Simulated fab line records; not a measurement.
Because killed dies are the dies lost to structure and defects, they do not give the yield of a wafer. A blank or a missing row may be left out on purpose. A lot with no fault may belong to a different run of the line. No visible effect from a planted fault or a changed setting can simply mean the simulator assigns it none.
Matching of chambers ; flow n5-finfet ; rie-diel-03 running N5_BEOL_M5_ETCH_75: 4 sister chambers
The step etches underlayer in N2/H2, target depth 6.5 nm, time 5.2 s. 16 wafers are shown with their chamber, then 8 later ones without.

WAFERS WITH THEIR CHAMBER
wafer;chamber;showerhead-plenum-p-Torr (Torr);throttle-valve-pct (%);oes-product-au (a.u.)
L083.1;1;2.59;17.5;0.82
L083.2;0;2.42;17.9;0.63
L083.3;2;2.43;18.0;0.61
L084.1;3;2.45;17.9;0.67
L084.2;1;2.59;17.5;0.83
L084.3;2;2.43;18.0;0.62
L084.4;0;2.42;17.9;0.62
L084.5;0;2.42;17.9;0.63
L084.6;3;2.45;17.8;0.66
L087.1;2;2.43;18.0;0.61
L087.3;0;2.42;17.9;0.63
L087.6;2;2.43;18.0;0.63
L089.1;2;2.43;18.0;0.61
L089.5;3;2.45;17.9;0.66
L089.6;2;2.43;18.0;0.61
L092.1;0;2.41;17.9;0.62

SIGNATURES, as means of the wafers listed above
reading;chamber 0;chamber 1;chamber 2;chamber 3;scatter within a chamber
showerhead-plenum-p-Torr;2.4180;2.5900;2.4300;2.4500;0.00258
throttle-valve-pct;17.900;17.500;18.000;17.867;0.0236
oes-product-au;0.6260;0.8250;0.6150;0.6633;0.00699
Rule: a wafer lies at a distance from a chamber equal to the root of the sum of squares, over the readings, of (its reading less the chamber's mean, divided by the reading's scatter). If the next closest chamber is less than 2 further off than the closest, the wafer can't be placed; otherwise it belongs to the closest. The scatter: take each reading less its chamber's mean, square it, sum over the shown wafers, divide by the number of wafers less the number of chambers, and take the root.

WAFERS MISSING THEIR CHAMBER
wafer;showerhead-plenum-p-Torr (Torr);throttle-valve-pct (%);oes-product-au (a.u.)
L092.2;2.58;17.5;0.79
L092.4;2.42;18.0;0.60
L097.1;2.41;17.9;0.62
L097.2;2.44;17.9;0.65
L097.3;2.42;18.0;0.60
L097.4;2.58;17.6;0.77
L097.5;2.58;17.6;0.76
L097.6;2.42;18.0;0.60

EACH ONE'S CHAMBER
wafer;from the rows above;in truth
L092.2;1;1
L092.4;can't be placed: 2 or 0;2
L097.1;0;0
L097.2;3;3
L097.3;can't be placed: 2 or 0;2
L097.4;1;1
L097.5;1;1
L097.6;can't be placed: 2 or 0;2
Placed correctly: 5 of 8. Not placeable from these rows: 3 (in 3, the candidates include the true chamber). 0 placed wrongly.
